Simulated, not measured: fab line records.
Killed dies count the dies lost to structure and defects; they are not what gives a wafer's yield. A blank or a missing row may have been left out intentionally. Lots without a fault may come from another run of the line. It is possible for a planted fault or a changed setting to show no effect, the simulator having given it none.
Which tool did it? | flow nand_harc | 11 lots, 33 wafers sampled, at 3 steps of a route of 1302

## WHAT THE GAUGES READ, wafer by wafer
NHARC_P_GATE_CD_MEAS_26 targets a cd of 120 nm.
lot  | measured     | on        | cd_nm (nm)
L904 | day 5 09:46  | cd_sem-01 | 119.9 120.8 120.1
L907 | day 6 07:37  | cd_sem-01 | 120.9 120.7 121.2
L909 | day 7 18:19  | cd_sem-03 | 120.5 120.4 119.1
L910 | day 8 06:04  | cd_sem-01 | 120.0 120.3 120.3
L911 | day 8 12:58  | cd_sem-03 | 119.8 120.2 119.3
L915 | day 9 22:04  | cd_sem-02 | 120.3 120.1 119.8
L922 | day 12 13:04 | cd_sem-02 | 117.5 118.0 117.3
L924 | day 13 09:58 | cd_sem-03 | 117.6 118.4 117.7
L925 | day 13 23:56 | cd_sem-02 | 120.9 119.4 120.8
L926 | day 14 04:17 | cd_sem-03 | 119.9 120.4 119.8
L927 | day 14 12:53 | cd_sem-01 | 120.7 119.9 119.3

## EACH LOT AND THE TOOL THAT RAN IT (in order: tool; ch and the chambers of the sampled wafers; start)
lot  | NHARC_P_STI_DESCUM_14              | NHARC_P_GATE_PEB_24
L904 | rie_diel-10 ch 0,1,2, day 3 01:02  | litho_track-04 ch 0, day 5 09:41
L907 | rie_diel-10 ch 1,2,3, day 4 02:38  | litho_track-01 ch 0, day 6 07:32
L909 | rie_diel-09 ch 0,1,2, day 4 23:20  | litho_track-04 ch 0, day 7 18:14
L910 | rie_diel-09 ch 1,3, day 5 08:27    | litho_track-06 ch 0, day 8 05:59
L911 | rie_diel-12 ch 1,3, day 5 19:31    | litho_track-01 ch 0, day 8 12:53
L915 | rie_diel-09 ch 1,2,3, day 7 14:20  | litho_track-04 ch 0, day 9 21:59
L922 | rie_diel-10 ch 0,3, day 10 12:07   | litho_track-04 ch 0, day 12 12:59
L924 | rie_diel-09 ch 0,2,3, day 11 08:14 | litho_track-04 ch 0, day 13 09:53
L925 | rie_diel-12 ch 1,2,3, day 11 12:59 | litho_track-01 ch 0, day 13 23:51
L926 | rie_diel-09 ch 0,2,3, day 12 00:20 | litho_track-06 ch 0, day 14 04:13
L927 | rie_diel-10 ch 0,1,3, day 12 10:12 | litho_track-01 ch 0, day 14 12:48
- NHARC_P_STI_DESCUM_14: chemistry O2, time 3 s.
- NHARC_P_GATE_PEB_24: peb time 65 s.

## THE ANSWER, worked out from the rows above alone
Rule: what is usual is taken from the lots themselves. Put in order of their means at a reading, lots are off if they are a third of the lots or fewer, leave a main group of 4 or more, and stand apart from it by a gap of 3 or more times the standard deviation of the main group's means; of several such gaps the widest counts. If all means in a main group match to the digits the tables above print for the reading, that group is not used. Also off: a lot with no number at a reading for which 4 or more lots have one. The other lots that the step has rows for count as sound.
Off: L922, L924 (NHARC_P_GATE_CD_MEAS_26, cd_nm). Mean 120.2 nm and standard deviation 0.32 in the main group.
A tool fits if, at a process step before that reading, it ran every lot that is off, and no sound lot after the first of them. Gauges at NHARC_P_GATE_CD_MEAS_26: tried the same way as those tools. One candidate fits, namely litho_track-04 at NHARC_P_GATE_PEB_24. A fault onset in the window from L915 (day 9 21:59, its last sound lot) to L922 (day 12 12:59, its first lot off) fits.

## WHAT THE SIMULATOR HAD PUT IN
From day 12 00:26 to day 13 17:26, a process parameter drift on litho_track-04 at NHARC_P_GATE_PEB_24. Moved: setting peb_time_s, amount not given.
Lots struck among those shown: L922, L924. The rule above found the same.
